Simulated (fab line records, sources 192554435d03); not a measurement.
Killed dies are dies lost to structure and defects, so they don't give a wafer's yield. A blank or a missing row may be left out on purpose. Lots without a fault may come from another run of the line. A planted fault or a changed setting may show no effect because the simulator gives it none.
Chamber matching | flow n5_finfet | N5_BEOL_M9_DESCUM_33 on rie_diel-01: 4 sister chambers
The step chemistry O2, time 7 s. 4 wafers are shown with their chamber, then 12 later ones without.

WAFERS WITH THEIR CHAMBER
wafer  | chamber | showerhead_plenum_p_Torr (Torr)
L086.1 | 2       | 2.03
L090.6 | 3       | 2.02
L091.1 | 1       | 1.99
L091.6 | 0       | 2.16

WAFERS WITHOUT THEIR CHAMBER
wafer  | showerhead_plenum_p_Torr (Torr)
L093.3 | 1.99
L093.4 | 2.01
L093.6 | 2.01
L094.1 | 2.03
L094.4 | 2.16
L094.6 | 2.01
L096.1 | 1.99
L096.2 | 2.16
L096.3 | 2.01
L096.4 | 2.03
L096.5 | 2.03
L096.6 | 1.99

WHICH CHAMBER EACH WENT THROUGH
wafer  | from the rows above          | in truth
L093.3 | 1                            | 1
L093.4 | can't be placed: 3 or 1 or 2 | 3
L093.6 | can't be placed: 3 or 1 or 2 | 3
L094.1 | can't be placed: 2 or 3      | 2
L094.4 | 0                            | 0
L094.6 | can't be placed: 3 or 1 or 2 | 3
L096.1 | 1                            | 1
L096.2 | 0                            | 0
L096.3 | can't be placed: 3 or 1 or 2 | 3
L096.4 | can't be placed: 2 or 3      | 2
L096.5 | can't be placed: 2 or 3      | 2
L096.6 | 1                            | 1
Placed correctly: 5 of 12. Can't be placed from these rows: 7 (the true chamber is among the candidates in 7). Placed wrongly: 0.
How it was worked out, from the rows above alone: a wafer's distance from a chamber is the root of the sum, over the readings, of the square of ((its reading less the chamber's mean) divided by the reading's scatter). The wafer belongs to the nearest chamber; if the next one is less than 2 further off, it can't be placed. A chamber's mean is the mean of its shown wafers. The scatter: with one shown wafer a chamber, the root of the mean of the squares of how far each hidden wafer lies from its nearest shown one.
